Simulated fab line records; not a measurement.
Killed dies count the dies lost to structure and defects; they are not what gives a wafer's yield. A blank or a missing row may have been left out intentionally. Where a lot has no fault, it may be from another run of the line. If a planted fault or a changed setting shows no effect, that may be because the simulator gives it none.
Matching of chambers	flow n5 finfet	N5_FIN_SAQP_SPACER2_ALD_28 on ald sin-04: 4 sister chambers
The step deposits SiO2, target thk 8.1 nm, pulse time 1 s, purge time 2 s. 4 wafers are shown with their chamber, then 12 later ones without.

== WAFERS, EACH WITH ITS CHAMBER ==
wafer	chamber	heater power w (W)
L085.3	3	401
L085.6	2	489
L086.4	0	466
L086.6	1	458

== WAFERS WITH NO CHAMBER GIVEN ==
wafer	heater power w (W)
L087.1	499
L087.3	446
L087.6	491
L089.3	497
L089.4	455
L089.5	452
L091.1	455
L091.2	480
L091.4	390
L094.2	454
L094.3	479
L094.5	456

== WHICH CHAMBER EACH ONE RAN IN ==
wafer	from the rows above	in truth
L087.1	2	2
L087.3	can't be placed: 1 or 0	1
L087.6	2	2
L089.3	2	2
L089.4	can't be placed: 1 or 0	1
L089.5	can't be placed: 1 or 0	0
L091.1	can't be placed: 1 or 0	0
L091.2	can't be placed: 2 or 0 or 1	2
L091.4	3	3
L094.2	can't be placed: 1 or 0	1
L094.3	can't be placed: 2 or 0 or 1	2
L094.5	can't be placed: 1 or 0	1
4 of 12 placed correctly. Not placeable from these rows: 8 (in 8, the candidates include the true chamber). 0 placed wrongly.
How it was worked out, from the rows above alone: a wafer's distance from a chamber is the root of the sum, over the readings, of the square of ((its reading less the chamber's mean) divided by the reading's scatter). The wafer belongs to the nearest chamber; if the next one is less than 2 further off, it can't be placed. The mean given for a chamber averages the wafers shown for that chamber. The scatter: with one shown wafer a chamber, the root of the mean of the squares of how far each hidden wafer lies from its nearest shown one.
